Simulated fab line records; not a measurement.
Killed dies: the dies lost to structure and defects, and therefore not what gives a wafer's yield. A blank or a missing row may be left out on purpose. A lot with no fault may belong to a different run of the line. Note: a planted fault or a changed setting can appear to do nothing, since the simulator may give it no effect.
fab line records ; flow n5Finfet
record lots=4; wafers=12; lastDay=17
route steps=1938 shown SD_EPI_P@302 SD_ACTIVATION@330 ILD0@335 BEOL_M4@1111 PASSIVATION@1936
lots that met no fault: from a run of the same line without faults
startH: the number of hours between the record's first day and the start of the first shown wafer of the lot ; waitH: hours elapsed since this lot's preceding step ; " as in the row above ; L1.1+2: one row covering several wafers at once ; - value missing, or start not given ; * or withheld: withheld ; < > ~ a bound
route shown NAME@n: names a module that has steps shown in the file, with the first one's number in the route ; usual: mean/standard deviation of fault-free wafers ; same: alike in all rows ; chamber/n: place in a boat ; sites: the reading at each site ; _std_site: the values' standard deviation ; _edge_site: the outer-site mean with the inner-site mean subtracted ; radiusMm: how far each site lies from the wafer's centre ; mask NAME#n: copy n ; behind: tool/chamber where the wafer was last shaped ; hold: cause of the lot's hold/its duration in hours/its outcome ; device: the n, p or np transistor that did not switch ; end of line: the route-end tests of the same wafers ; where a step has no rows: the recipe by itself ; killed: not the wafer's yield, but the dies lost to structure and defects at the first sort ; map: per-die view of a wafer (x killed, . not killed, _ where there is no die)
set.NAME: setting as actually run; set.NAME@STEP: the setting as run at that earlier step ; model.NAME: the simulator's own value behind a step, which no gauge read
certain route steps with their lots: each step a table, each wafer a row
services: when a tool's chamber went out of use (startH, in hours from the record's first day, below 0 if earlier), for how many hours, and the reason
## steps
# step N5_SD_EPI_P_DEVELOP_08
# recipe developTimeS=30; developer=TMAH; resist=CAR-ArF-block; devTempC=23; rinseLiquid=diw; dry=airSpin
# step N5_SD_EPI_P_DESCUM_14
# recipe chemistry=O2; timeS=7.9; sourcePowerW=50; biasPowerW=20; pressureMtorr=20; rfFrequencyHz=2.712e+07; tempC=40; resist=CAR-ArF-block; o2FlowSccm=225
# step N5_SD_EPI_P_ETCH_36
# recipe chemistry=CF4; target=SiARC; targetDepthA=455; maskMaterial=CAR-ArF-block; timeS=75.8; ionEnergyEv=80; pressureMtorr=40; sourceW=545; biasW=36; Ar_flow_sccm=100; cf4FlowSccm=100; ends=cleared
# step N5_SD_EPI_P_ETCH_37
# recipe chemistry=N2/H2; target=SOC; overetchA=1080; maskMaterial=SiARC; tempC=40; ionEnergyEv=100; sourceW=3000; biasW=133; pressureMtorr=20; timeS=486; n2FlowSccm=200; h2FlowSccm=200; ends=endPoint
# step N5_SD_EPI_P_STRIP_38
# recipe chemistry=N2/H2; tempC=40; n2FlowSccm=200; h2FlowSccm=200; rfFrequencyHz=6e+07
# step N5_SD_EPI_P_ETCHBACK_46
# recipe chemistry=CH3F/O2; mode=anisotropicEtchback; target=SiNx; targetDepthA=175; stopOn=SiO2; overEtchFrac=0.3; ionEnergyEv=120; pressureMtorr=30; sourceW=395; biasW=73; Ar_flow_sccm=150; CH3F_flow_sccm=30; O2_flow_sccm=20
# step N5_SD_EPI_P_ETCH_47
# recipe chemistry=CH3F/O2; target=SiOCN; targetDepthA=250; maskMaterial=SOC; ionEnergyEv=60; biasW=29; pressureMtorr=30; sourceW=410; Ar_flow_sccm=150; CH3F_flow_sccm=30; O2_flow_sccm=20
# step N5_SD_EPI_P_ETCH_16
# recipe chemistry=CHF3/O2; target=SiO2; targetDepthA=50; maskMaterial=SOC; pressureMtorr=30; sourceW=650; biasW=170; Ar_flow_sccm=200; CHF3_flow_sccm=50; O2_flow_sccm=5; ionEnergyEv=200
# step N5_SD_EPI_P_STRIP_50
# recipe chemistry=CHF3/O2; resist=SiARC; rfFrequencyHz=6e+07
# step N5_SD_EPI_P_SD_RECESS_17
# recipe chemistry=HBr/Cl2/O2; targetDepthA=391; btTimeS=3; pressureMtorr=10; icpW=800; biasW=112; HBr_flow_sccm=150; Cl2_flow_sccm=80; O2_flow_sccm=12
# usual drypumpMotorCurrentA=5.81/0.25; oesProductAu=0.997/0.015; throttleValvePct=37.2/0.34
lot.wafer;tool;chamber;startH;waitH;drypumpMotorCurrentA;oesProductAu;rfHoursCounterH;throttleValvePct;model.SD_EPI_P.featureDepthNm;model.etch.depthNm
L168.2;rieSi-01;0;56.24;0.0;5.77;1.002;176;37.7;39;39.07
L168.4;rieSi-01;3;56.24;0.0;5.97;0.998;111;37.2;39.2;39.17
L168.5;rieSi-01;0;56.24;0.0;5.74;1.005;-;37.7;39;38.95
L175.1;rieSi-01;1;98.52;0.0;5.99;1.001;19;37.1;30.8;30.84
L175.2;rieSi-01;0;98.52;0.0;5.77;1.005;177;37.8;30.8;30.77
L175.4;rieSi-01;3;98.52;0.0;5.92;0.995;112;37.2;39.2;39.28
L176.3;rieSi-01;2;102.55;0.0;5.32;0.998;176;36.9;30.8;30.71
L176.4;rieSi-01;1;102.55;0.0;6.01;1.001;19;37.1;39;39.03
L176.6;rieSi-01;2;102.55;0.0;5.29;1.002;-;36.9;38.8;38.88
L190.3;rieSi-02;0;188.37;0.0;5.25;0.993;70;37.2;38.4;38.46
L190.4;rieSi-02;1;188.37;0.0;5.81;1.010;187;36.9;38.2;38.25
L190.6;rieSi-02;3;188.37;0.0;5.83;0.968;-;36.7;39.4;39.34
# step N5_SD_EPI_P_WET_ETCH_45
# recipe chemistry=dHF; dilution=withheld; timeS=10.7; target=SiO2; targetDepthA=20; tempC=25; dry=ipaMarangoni; rinseTimeS=30; rinseTempC=23
# step N5_SD_EPI_P_STRIP_40
# recipe chemistry=N2/H2; powerW=1000; tempC=250; h2Frac=0.65; overashFraction=0.3; pressureMtorr=withheld; n2FlowSccm=1750; h2FlowSccm=3250
# step N5_SD_EPI_P_PRECLEAN_52
# recipe chemistry=O3/DIW; timeS=60; tempC=22; o3Ppm=10
# step N5_SD_EPI_P_SRD_20
# recipe dry=ipaMarangoni; doPpb=5; timeS=30; tempC=23; rinseLiquid=diw
# step N5_SD_EPI_P_PRECLEAN_51
# recipe chemistry=NF3:NH3; afsCycles=1; tempC=30; timeS=20; sublimationTempC=180; sublimationTimeS=60; pressureTorr=3; rfPowerW=30
# step N5_SD_EPI_P_VAPOR_ETCH_44
# recipe chemistry=NF3/Ar; target=SiGe30; tempC=25; timeS=3.3; mode=isotropic
# step N5_SD_EPI_P_EPI_21
# recipe material=SiGe:B; dopant=B; tempC=550; pressureTorr=20; ambient=H2; timeS=355
# step N5_SD_EPI_P_HM_STRIP_48
# recipe chemistry=H3PO4; tempC=160; material=SiNx; target=SiNx; targetDepthA=30; overetchFraction=0.3
# step N5_SD_EPI_P_SRD_49
# recipe dry=ipaMarangoni; timeS=30; tempC=23; rinseLiquid=diw
# step N5_SD_EPI_P_PRECLEAN_24
# recipe chemistry=O3/DIW; timeS=45; tempC=22; o3Ppm=10
# step N5_SD_EPI_P_PRECLEAN_32
# recipe chemistry=dHF; timeS=10; dilution=500:1; tempC=25
# step N5_SD_EPI_P_PRECLEAN_33
# recipe chemistry=SC2; timeS=45; tempC=35; mix=1:1:50
# step N5_SD_EPI_P_SRD_25
# recipe timeS=30; tempC=23; rinseLiquid=diw; dry=ipaMarangoni
# step N5_SD_ACTIVATION_RTA_00
# recipe tempC=975; timeS=0; ambient=N2; idleTempC=600; rampUpCPerS=150; rampDownCPerS=60; coolToC=600
# step N5_SD_ACTIVATION_LSA_01
# recipe tempC=1080; timeS=0.0008; ambient=N2
# step N5_ILD0_LINER_00
# recipe material=SiNx; targetThkA=40; tempC=400; aldPrecursorFamily=SiH2I2; aldCoReactant=N2/H2-plasma; pulseTimeS=1; purgeTimeS=2; coReactantPurgeTimeS=2; aldCycles=80; pressureTorr=2
# step N5_ILD0_FCVD_FILL_01
# recipe material=SiO2_flowable; targetThkA=2000; tempC=100; pressureTorr=0.8; rfW=2000; timeS=328.3
# step N5_ILD0_CURE_02
# recipe tempC=450; timeS=1800; ambient=steam; idleTempC=400; rampUpCPerMin=5; rampDownCPerMin=3; densificationPH2oTorr=640
# step N5_ILD0_CMP_03
# recipe stopOn=SiNx; tOverpolishS=1.9; postCmpClean=alkalineBrush; downForcePsi=4.1491; platenRpm=51.796; padVelocityMS=1.0306; targetThkNm=197.38
# step N5_ILD0_CMP_07
# recipe stopOn=poly-Si; material=SiO2_flowable; tOverpolishS=1.18; postCmpClean=alkalineBrush; downForcePsi=4.1491; platenRpm=51.796; padVelocityMS=1.0306; targetThkNm=138.88
# step N5_ILD0_PRECLEAN_10
# recipe chemistry=NF3:NH3; afsCycles=5; timeS=20; tempC=30; sublimationTempC=180; sublimationTimeS=60; pressureTorr=3; rfPowerW=30
# step N5_ILD0_ALD_15
# recipe material=SiNx; targetThkA=240; tempC=400; aldPrecursorFamily=SiH2I2; aldCoReactant=N2/H2-plasma; pulseTimeS=1; aldCycles=480; purgeTimeS=2; coReactantPurgeTimeS=2; pressureTorr=2
# step N5_BEOL_M4_RC_MEAS_101
# usual CJ_P=5.81/0.16; DIBL_N=35.8/1.8; DIBL_P=35.6/2; IOFF_N=0.148/0.028; IOFF_P=0.20/0.034; ION_N=672/12; ION_P=462/8.5; REXT_P=100.4/2.1; SS_N=71.2/0.65; SS_P=73.1/0.67; VT_N=251/3.3; VT_P=-251/3.8
lot.wafer;tool;chamber;startH;waitH;CJ_P;DIBL_N[mV/V];DIBL_P[mV/V];IOFF_N[nA/um];IOFF_P[nA/um];ION_N[uA/um];ION_P[uA/um];REXT_P[ohm.um];SS_N[mV/dec];SS_P[mV/dec];VT_N[mV];VT_P[mV]
L168.2;prober-02;0;159.32;0.2;5.84;32.9;34.5;0.131;0.15;678;454;97.8;70.7;72.3;253;-257
L168.4;prober-02;0;159.32;0.2;6.00;35.3;36.7;0.157;0.18;682;457;96.8;72.1;72.9;251;-256
L168.5;prober-02;0;159.32;0.2;5.88;32.1;33.1;0.114;0.14;654;446;98.7;71.1;72.3;255;-258
L175.1;prober-01;0;202.10;0.0;3.75;39.4;36.3;0.207;0.21;693;438;108.7;71.9;74.0;244;-249
L175.2;prober-01;0;202.10;0.0;4.25;36.9;33.6;0.155;0.17;672;428;109.6;71.6;73.2;251;-252
L175.4;prober-01;0;202.10;0.0;6.02;36.8;36.0;0.171;0.24;689;481;99.2;71.8;72.6;246;-244
L176.3;prober-01;0;204.53;0.3;3.62;34.5;32.3;0.130;0.16;667;421;109.1;70.9;72.5;254;-255
L176.4;prober-01;0;204.53;0.3;6.03;34.9;34.2;0.126;0.21;667;468;99.5;70.9;72.9;253;-248
L176.6;prober-01;0;204.53;0.3;5.53;34.5;32.8;0.126;0.19;676;471;100.8;70.6;73.7;253;-252
L190.3;prober-02;0;307.18;0.3;5.86;34.2;33.6;0.128;0.18;679;463;99.1;70.3;72.2;254;-252
L190.4;prober-02;0;307.18;0.3;5.76;34.9;33.6;0.130;0.17;678;462;99.5;71.0;72.6;253;-252
L190.6;prober-02;0;307.18;0.3;5.76;36.6;35.9;0.153;0.21;687;471;97.5;71.3;73.1;250;-248
# step N5_PASSIVATION_PROBE_49
# usual defectLimitedYield=91.3/1.5; killed_at_M0_to_M3=34/11; killed_at_M4_up=14/6.1; killedAtContacts=12/5.9; killedAtFrontEnd=39/11; killedAtOther=4/3.3; killedDies=102/18; killedOnRim=13/3.8; killedOpen=67/13; killedShort=33/7.9; sort_bin_5_function=5.1/1; sort_bin_6_memory=3.3/0.7; sort_bin_8_speed=0.1/0.69; sortNPass=1077/19; sortYieldPct=91.3/1.6
# same grossDies=1180; killedAtBackSide=0; sort_bin_4_leakage[%]=0
lot.wafer;tool;chamber;startH;waitH;defectLimitedYield[%];killed_at_M0_to_M3;killed_at_M4_up;killedAtContacts;killedAtFrontEnd;killedAtOther;killedDies;killedOnRim;killedOpen;killedShort;sort_bin_5_function[%];sort_bin_6_memory[%];sort_bin_8_speed[%];sortNPass;sortYieldPct[%]
L175.1;prober-01;-;298.42;0.0;91.5;27;22;7;40;4;100;12;71;27;4.3;3.8;13.5;921;78.1
L175.2;prober-01;-;298.47;0.1;92.2;12;17;10;51;2;92;11;67;21;4.1;3.1;70.7;254;21.5
L176.3;prober-01;-;306.65;0.1;92.1;18;6;17;43;9;93;14;56;35;4.3;3.3;77.4;174;14.7
L176.4;prober-01;-;306.70;0.2;90.5;31;14;17;46;4;112;10;68;44;5.8;3.3;0;1068;90.5
L176.6;prober-01;-;306.80;0.3;93.0;18;6;7;45;7;83;10;62;21;4.1;2.7;0;1097;93.0
L190.3;prober-01;-;405.57;0.1;89.5;48;13;19;43;1;124;16;90;34;5.8;4.4;0;1056;89.5
L190.4;prober-01;-;405.62;0.2;92.2;37;10;6;34;5;92;9;58;32;4.7;2.7;0;1088;92.2
L190.6;prober-01;-;405.72;0.3;87.7;42;34;28;35;6;145;18;96;48;8.1;4.1;0;1035;87.7
# killed by level:class
L175.1 BEOL_M3:geometricParticle:open=11 FIN_SAQP:geometricParticle:open=10 STI_FIN_REVEAL:geometricParticle:open=8 BEOL_M1:geometricParticle:open=8 FIN_SAQP:geometricParticle:short=7 MOL_CONTACT_COAG:geometricParticle:open=6 STI_FIN_REVEAL:geometricParticle:short=5 BEOL_M2:geometricParticle:open=5
L175.2 FIN_SAQP:geometricParticle:open=21 MOL_CONTACT_COAG:geometricParticle:open=9 STI_FIN_REVEAL:geometricParticle:open=7 FIN_SAQP:geometricParticle:short=5 BEOL_M1:geometricParticle:open=5 BEOL_M4:geometricParticle:open=5 HKMG_FIN:areaEtch=4 STI_FIN_REVEAL:geometricParticle:short=3
L176.3 MOL_CONTACT_COAG:geometricParticle:open=13 STI_FIN_REVEAL:geometricParticle:open=10 GATE_CUT:geometricParticle:short=9 FIN_SAQP:geometricParticle:open=7 BEOL_M3:geometricParticle:open=6 STI_FIN_REVEAL:geometricParticle:short=5 BEOL_M0_SAQP:geometricParticle:open=4 DUMMY_GATE:geometricParticle:open=4
L176.4 MOL_CONTACT_COAG:geometricParticle:open=14 GATE_CUT:geometricParticle:short=12 BEOL_M3:geometricParticle:open=10 BEOL_M0_SAQP:geometricParticle:short=8 DUMMY_GATE:geometricParticle:open=7 BEOL_M0_SAQP:geometricParticle:open=7 FIN_SAQP:geometricParticle:open=6 BEOL_M4:geometricParticle:open=5
L176.6 FIN_SAQP:geometricParticle:open=14 STI_FIN_REVEAL:geometricParticle:open=12 MOL_CONTACT_COAG:geometricParticle:open=7 BEOL_M0_SAQP:geometricParticle:short=6 DUMMY_GATE:geometricParticle:open=4 GATE_CUT:geometricParticle:short=4 BEOL_M0_SAQP:geometricParticle:open=4 BEOL_M2:geometricParticle:open=4
L190.3 MOL_CONTACT_COAG:geometricParticle:open=16 BEOL_M0_SAQP:geometricParticle:short=10 STI_FIN_REVEAL:geometricParticle:open=10 BEOL_M0_SAQP:geometricParticle:open=10 FIN_SAQP:geometricParticle:open=9 BEOL_M1:geometricParticle:open=8 BEOL_M2:geometricParticle:open=7 GATE_CUT:geometricParticle:short=6
L190.4 BEOL_M2:geometricParticle:open=7 BEOL_M0_SAQP:geometricParticle:open=7 BEOL_M1:geometricParticle:open=7 FIN_SAQP:geometricParticle:open=6 BEOL_M3:geometricParticle:open=5 STI_FIN_REVEAL:geometricParticle:open=5 GATE_CUT:geometricParticle:short=5 BEOL_M0_SAQP:geometricParticle:short=5
L190.6 MOL_CONTACT_COAG:geometricParticle:open=23 BEOL_M4:geometricParticle:open=18 BEOL_M3:geometricParticle:open=11 BEOL_M0_SAQP:geometricParticle:short=9 BEOL_M2:geometricParticle:open=7 STI_FIN_REVEAL:geometricParticle:open=6 FIN_SAQP:geometricParticle:short=5 DUMMY_GATE:geometricParticle:open=5
# map L175.4 (x killed, . not)
_________________............________________
______________.............x.xx._____________
___________............x.....x....x__________
__________............x....x........_________
________......xx.x.x.......x....x....._______
_______.x..............................______
______..x...x.....x........x.x.........._____
_____........................x..........x____
____......................xx...........x.x___
___.x...........x.............x...x.......x__
___.x.......x...................x.x.......x__
__.x........x..x.x..............x......x..x._
__...x..................x.........x........._
_..x.....x...................................
_...x....................x.........x.........
_...............x.x..............xx..........
_..........x.....x.x................x........
_..x..x........x....................x........
_.....................................x......
_....x......xx.....xx.x.......x.....x..x.....
_........x.......x........x...............x..
__.......x...............x............x....._
__............x..xx................x..x.x..._
___.....x.............x.x.x................__
___..x................x.......x....x...xx..__
____xx..........x...x..............x......___
_____....x...x........x..................____
______......x........x.........x.x...x.._____
_______...................x.x........x.______
________..xx.........................._______
__________....x..x.............x...._________
___________..........x........x....__________
______________..........x......._____________
_________________............________________
# map L176.4 (x killed, . not)
_________________............________________
______________.....x..x........._____________
___________........x...............__________
__________.....x.x.x...x......x.x..._________
________......................x.x....._______
_______..............xx..x........x....______
______....x.x...........xx.....x....x..._____
_____.............x...xxx.............x..____
____..............................x.....x.___
___.......x.....xx............x............__
___..x................x....................__
__.....................xx.............x....._
__...........x.............................._
_..........................x.................
_.................x......x..x............x...
_................x.x..x....xx......x.........
_xx.............x.x.......................x..
_...........................x.....x.x........
_.......x.x......x.x.....x.x...x..........x..
_.xx..........x....x.........x...............
_.x.......x.....x.....x......................
__x.x.....xx......x..x.............x....x.x._
__..x.........................x...x........._
___......................x.........x.......__
___..............................x.........__
____...x.......................x..........___
_____.................x......x...........____
______.................x...............x_____
_______.x................x..........x..______
________.............x...x............_______
__________.xx...xx.x....x..........._________
___________........................__________
______________.....x...x...x...x_____________
_________________.....x.x....________________
## services
tool;chamber;startH;hours;kind
rieSi-01;1;59.49;1.5;repair
## key
firstSign step=N5_BEOL_M4_RC_MEAS_101; reading=CJ_P; direction=down; sigmas=12; usual=5.81; struck=3.87
effect step=N5_BEOL_M4_RC_MEAS_101; reading=REXT_P; direction=up; sigmas=4.2; usual=100.4; struck=109.1
effect step=N5_BEOL_M4_RC_MEAS_101; reading=ION_P; direction=down; sigmas=3.8; usual=462; struck=429
effect step=N5_PASSIVATION_PROBE_49; reading=sort_bin_8_speed; direction=up; sigmas=78; usual=0.1; struck=53.8
modelEffect step=N5_SD_EPI_P_SD_RECESS_17; value=SD_EPI_P.featureDepthNm; without=38.87; struck=30.8
metAt N5_SD_EPI_P_SD_RECESS_17
struckWafers L175.1,L175.2,L176.3
onsetBetween 56.24 98.52
fault kind=processParameterDrift; tool=rieSi-01; chamber=-; onsetH=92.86; steps=N5_SD_EPI_P_SD_RECESS_17; channel=targetDepthA; offset=-81.043; shape=step; endH=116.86; scope=struckWafersOnly; actsIn=theseRecipesOnly; stated=391
